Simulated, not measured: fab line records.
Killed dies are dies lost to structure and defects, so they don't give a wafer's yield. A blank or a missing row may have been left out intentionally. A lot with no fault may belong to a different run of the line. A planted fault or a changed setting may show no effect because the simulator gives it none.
A lot that was struck, set against a sound lot || flow n5Finfet || 37 steps out of a route of 1938
Sound: the wafers L954.2, L954.3, L954.4. Struck: wafer L962.2 (L962.3, L962.6, from the same lot, were not struck and are left out); the cause is given at the end.
Each step with rows lists, per side, the tool, then ch with its chambers, then its first start. Under that, the readings that differ: sound wafers || struck wafers || difference of the means || sigmas: that difference in standard deviations of wafers without a fault.
alike: words and numbers the same on both sides, and readings whose means are apart by under 2 such deviations; not compared: readings that were withheld, readings missing a value for some wafer, numbers with overlapping values and no deviation given by the record, and bounds like >300 which may hide the same value.
A row with sigmas, a row that says differs or no value, or rows on one side alone: a step with any of these is where the two part. When numbers do not overlap yet have no deviation, they are printed without sigmas and do not part them. A reading missing from all wafers of one side parts the sides only when that side holds two or more wafers.

first, 8 steps without rows for these wafers: N5_MOL_CONTACT_COAG_SRD_139 (time 30 s); N5_MOL_CONTACT_COAG_PRE_CLEAN_121; N5_MOL_CONTACT_COAG_CVD_140 (deposits W, target thk 66.5 nm, time 215 s); N5_MOL_CONTACT_COAG_PRECLEAN_127 (cleans in DIW, time 57.5 s); N5_MOL_CONTACT_COAG_SRD_128 (dry time 32 s); N5_MOL_CONTACT_COAG_CMP_52 (polishes, stops on SiO2, t overpolish 1.5 s, target thk 66.5 nm); N5_MOL_CONTACT_COAG_ANNEAL_112 (time 1800 s); N5_BEOL_M0_SAQP_PECVD_00 (deposits SiCN from 3MS/NH3, target thk 8 nm, time 14 s).
N5_BEOL_M0_SAQP_ILD_DEP_01: deposits SiOC from DEMS/O2, target thk 45.419 nm, time 8.7 s.
  sound on pecvd-02 ch 1,2, day 5 08:30; struck on pecvd-02 ch 0, day 7 15:52
  alike: heaterPowerW, showerheadPlenumPTorr, throttleValvePct
  not compared: susceptorTempC, model.SiOC_of_BEOL_M0_SAQP_ILD_DEP_01.thkNm
then, 25 steps without rows for these wafers: N5_BEOL_M0_SAQP_HM_DEP_02 (deposits TiN, target thk 12 nm); N5_BEOL_M0_SAQP_PECVD_03 (deposits SiCN from 3MS/NH3, target thk 12 nm, time 21.1 s); N5_BEOL_M0_SAQP_PECVD_96 (deposits a-Si from SiH4/He, target thk 45 nm, time 45.2 s); N5_BEOL_M0_SAQP_PECVD_97 (deposits SiNx from SiH4/NH3/N2, target thk 23 nm, time 19.9 s); N5_BEOL_M0_SAQP_PECVD_04 (deposits a-Si from SiH4/He, target thk 60 nm, time 60.2 s); N5_BEOL_M0_SAQP_HM_DEP_111 (deposits SiO2 from SiH4/N2O, target thk 12 nm, time 7.2 s); N5_BEOL_M0_SAQP_COAT_81 (time 60 s, resist thk 100 nm); N5_BEOL_M0_SAQP_COAT_82 (time 60 s, resist thk 30 nm); N5_BEOL_M0_SAQP_COAT_08 (resist thk 90 nm); N5_BEOL_M0_SAQP_EBR_10; N5_BEOL_M0_SAQP_SOFTBAKE_09 (time 60 s); N5_BEOL_M0_SAQP_EXPOSE_11 (exposes mask M0 CORE, target cd 42 nm); N5_BEOL_M0_SAQP_PEB_12 (peb time 60 s); N5_BEOL_M0_SAQP_DEVELOP_13 (develop time 30 s); N5_BEOL_M0_SAQP_DESCUM_19 (chemistry O2, time 7.9 s); N5_BEOL_M0_SAQP_ETCH_83 (etches SiARC in CF4, target depth 39 nm, time 65 s); N5_BEOL_M0_SAQP_ETCH_84 (etches SOC in N2/H2, target depth 100 nm, overetch 20 nm, time 150 s); N5_BEOL_M0_SAQP_STRIP_80 (strips in N2/H2); N5_BEOL_M0_SAQP_HM_OPEN_112 (chemistry CHF3/O2, target SiO2, stops on a-Si, target depth 12 nm, time 13.5 s); N5_BEOL_M0_SAQP_STRIP_113 (strips in CHF3/O2); N5_BEOL_M0_SAQP_MANDREL_ETCH_20 (etches a-Si in HBr/Cl2, stops on SiNx, target depth 60 nm, bt time 10 s, time 30 s); N5_BEOL_M0_SAQP_STRIP_86 (strips in N2/H2); N5_BEOL_M0_SAQP_STRIP_115 (strips in post etch residue remover, time 60 s); N5_BEOL_M0_SAQP_SRD_93 (time 30 s); N5_BEOL_M0_SAQP_RECESS_114 (chemistry HF/NH3, target SiO2, target depth 14.4 nm, afs cycles 3, sublimation time 60 s).
N5_BEOL_M0_CMP_120: polishes, stops on SiOC, t overpolish 6.9 s.
  sound on cmp-04 ch 0,1,2, day 5 22:41; struck on cmp-04 ch 3, day 8 05:35
{"reading": "overpolishRunS (s)", "sound": "6.893 6.894 6.908", "struck": 6.921, "difference": "+0.023", "sigmas": "+2"}
  alike: barrierFieldEndpointS, motorCurrentA, padLifeWafers, timeToEndpointS
  not compared: model.SiOC_of_BEOL_M0_SAQP_ILD_DEP_01.thkNm
-- here the record skips 3 days between the struck wafers' starts before and after, leaving off in module BEOL_M0 and picking up in module BEOL_M4 (first step shown: number 1111 of the route) --
N5_BEOL_M4_RC_MEAS_101:
  sound on prober-02 ch 0, day 7 19:30; struck on prober-01 ch 0, day 10 21:20
  alike: DIBL_N, DIBL_P, IOFF_N, IOFF_P, ION_N, ION_P, SS_N, SS_P, VT_N, VT_P
-- a jump in the record: the struck wafers' starts before and after are 5 days apart (it breaks off in module BEOL_M4 and resumes in module PASSIVATION, where the first step shown is number 1936 of the route) --
N5_PASSIVATION_PROBE_49:
  rows exist in the record for the struck wafers here (prober-02, day 15 14:34), but not for the sound ones

WHERE THEY PART
At N5_BEOL_M0_CMP_120 first; at N5_PASSIVATION_PROBE_49 last (within this record only).

WHY: what had been put in by the simulator
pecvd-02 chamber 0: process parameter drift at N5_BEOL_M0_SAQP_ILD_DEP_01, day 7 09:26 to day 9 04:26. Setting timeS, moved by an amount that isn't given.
